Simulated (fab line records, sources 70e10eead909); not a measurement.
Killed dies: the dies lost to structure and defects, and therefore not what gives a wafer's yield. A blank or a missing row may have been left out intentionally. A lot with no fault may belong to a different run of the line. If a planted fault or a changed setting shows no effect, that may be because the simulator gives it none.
Matching of chambers | flow nandHarc | pecvd-02 running NHARC_A_M0_DEP_00: 3 sister chambers
The step deposits SiOC, target thk 150 nm. 3 wafers are shown with their chamber, then 7 later ones without.

## EACH WAFER AND ITS CHAMBER
wafer  | chamber | rfFwdPowerW (W)
L245.2 | 0       | 597.0
L251.1 | 2       | 597.7
L251.5 | 1       | 599.3

## WAFERS WITH NO CHAMBER GIVEN
wafer  | rfFwdPowerW (W)
L251.6 | 600.0
L253.2 | 596.4
L253.3 | 599.9
L253.5 | 601.3
L255.2 | 598.1
L255.3 | 600.3
L255.5 | 597.2

## EACH ONE'S CHAMBER
wafer  | from the rows above          | in truth
L251.6 | can't be placed: 1 or 2      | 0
L253.2 | can't be placed: 0 or 2      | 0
L253.3 | can't be placed: 1 or 2      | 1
L253.5 | can't be placed: 1 or 2      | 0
L255.2 | can't be placed: 2 or 0 or 1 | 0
L255.3 | can't be placed: 1 or 2      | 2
L255.5 | can't be placed: 0 or 2 or 1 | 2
Correct placement for 0 of the 7. Not placeable from these rows: 7 (in 5, the candidates include the true chamber). Wrongly placed: 0.
How it was worked out, from the rows above alone: a wafer's distance from a chamber is the root of the sum, over the readings, of the square of ((its reading less the chamber's mean) divided by the reading's scatter). The wafer belongs to the nearest chamber; if the next one is less than 2 further off, it can't be placed. Each chamber's mean is taken over the wafers shown for it. The scatter (one wafer shown for each chamber): square how far every hidden wafer sits from the nearest shown wafer, average those squares and take the square root.
